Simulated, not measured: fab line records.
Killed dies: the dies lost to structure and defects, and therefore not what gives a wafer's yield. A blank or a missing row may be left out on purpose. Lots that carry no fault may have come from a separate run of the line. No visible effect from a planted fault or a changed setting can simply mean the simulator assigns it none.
Split-lot trial ; flow n5-finfet ; 39 wafers read across 7 lots, on a route 1938 steps long

## ABOUT THE SPLIT
At N5_MIM_BOT_SPUTTER_00 (material TiN, target thk 35 nm, time 89.7 s), the setting time-s was moved away from the recipe's 89.7 s on 15 of the 39 wafers read, by -51.9% to +58.0%. For the rest of the wafers, this setting stayed at what the recipe calls for.

The reading is taken at the split's own step.

## THE READING
TiN_of_MIM_BOT_SPUTTER_00.thk-nm (the simulator's own value, which no gauge read), in nm, at N5_MIM_BOT_SPUTTER_00 (material TiN, target thk 35 nm, time 89.7 s). The file does not state a usual value for it. Here, 24 wafers ran the recipe; their average is 34.8 nm with a standard deviation of 0.26 nm.

wafer;tool, chamber at the split;time-s as run, s;against the recipe;TiN_of_MIM_BOT_SPUTTER_00.thk-nm, nm;against lot-mates on the recipe
L076.2;pvd-sputter-01, -;89.7;recipe;35;-
L076.3;pvd-sputter-01, -;89.7;recipe;34.6;-
L076.5;pvd-sputter-01, -;89.7;recipe;34.8;-
L080.1;pvd-sputter-01, -;120.7;+34.6%;46.6;+12.1
L080.5;pvd-sputter-01, -;120.7;+34.6%;46.6;+12.1
L080.2;pvd-sputter-01, -;89.7;recipe;34.6;-
L080.4;pvd-sputter-01, -;89.7;recipe;34.6;-
L080.3;pvd-sputter-01, -;89.7;recipe;34.4;-
L080.6;pvd-sputter-01, -;120.7;+34.6%;46.8;+12.3
L083.1;pvd-sputter-03, -;131.3;+46.4%;51;+16.3
L083.2;pvd-sputter-03, -;131.3;+46.4%;51;+16.3
L083.3;pvd-sputter-03, -;89.7;recipe;34.8;-
L083.4;pvd-sputter-03, -;89.7;recipe;34.8;-
L083.5;pvd-sputter-03, -;131.3;+46.4%;50.8;+16.1
L083.6;pvd-sputter-03, -;89.7;recipe;34.6;-
L085.1;pvd-sputter-01, -;141.7;+58.0%;55;+20.3
L085.2;pvd-sputter-01, -;89.7;recipe;34.8;-
L085.4;pvd-sputter-01, -;89.7;recipe;34.8;-
L085.3;pvd-sputter-01, -;141.7;+58.0%;55.2;+20.5
L085.5;pvd-sputter-01, -;141.7;+58.0%;54.8;+20.1
L085.6;pvd-sputter-01, -;89.7;recipe;34.6;-
L091.1;pvd-sputter-02, -;43.13;-51.9%;16.4;-18.7
L091.2;pvd-sputter-02, -;89.7;recipe;35;-
L091.6;pvd-sputter-02, -;89.7;recipe;35;-
L091.3;pvd-sputter-02, -;43.13;-51.9%;17.4;-17.7
L091.4;pvd-sputter-02, -;89.7;recipe;35.4;-
L091.5;pvd-sputter-02, -;43.13;-51.9%;17;-18.1
L090.1;pvd-sputter-02, -;89.7;recipe;35.2;-
L090.2;pvd-sputter-02, -;89.7;recipe;34.8;-
L090.3;pvd-sputter-02, -;89.7;recipe;34.8;-
L090.6;pvd-sputter-02, -;89.7;recipe;34.8;-
L090.4;pvd-sputter-02, -;89.7;recipe;34.4;-
L090.5;pvd-sputter-02, -;89.7;recipe;34.6;-
L092.1;pvd-sputter-01, -;64.5;-28.1%;24.8;-10.3
L092.4;pvd-sputter-01, -;64.5;-28.1%;24.8;-10.3
L092.2;pvd-sputter-01, -;89.7;recipe;35;-
L092.3;pvd-sputter-01, -;64.5;-28.1%;25;-10.1
L092.5;pvd-sputter-01, -;89.7;recipe;35.4;-
L092.6;pvd-sputter-01, -;89.7;recipe;34.8;-

FIT RESULTS
A straight line over all 39 wafers: TiN_of_MIM_BOT_SPUTTER_00.thk-nm changes by +0.347 nm for each +1% of time-s; r = +1.00; the points scatter about the line by 0.26 nm.
The same after taking each lot's own level away (the mean of its wafers on the recipe; 39 wafers): +0.351 nm for each +1%; r = +1.00; scatter 0.22 nm.
That fit puts the effect of the largest move of time-s on the reading at 20 nm.
From 34.53 to 35.13 nm: that is the span of the lots' own levels, equal to 2.3 times the standard deviation above.
The two slopes are in agreement: the lot-to-lot level therefore moves the slope only a little.
Check: with one of the wafers moved furthest among these (+58.0%) left out of the fit, the line predicts +20.3 nm for it against its lot-mates. Against them it came out at +20.3 nm.

## ADDITIONAL SPLITS CARRIED BY THESE WAFERS
Other splits were also applied to these wafers ahead of the reading. Each is held against what the fit with the lots' levels taken away leaves over:
other split on the same wafers;wafers away from the commonest value;r with TiN_of_MIM_BOT_SPUTTER_00.thk-nm (lot level and that fit taken away)
N5_BEOL_M9_ILD_DEP_00 time-s;15;+0.17
N5_BEOL_M11_TRENCH_ETCH_37 time-s;9;+0.27
N5_BEOL_M13_ETCH_68 time-s;9;+0.01

## FILE'S OWN FIT
TiN_of_MIM_BOT_SPUTTER_00.thk-nm changes by +0.351 nm for each +1% of time-s, r = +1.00.
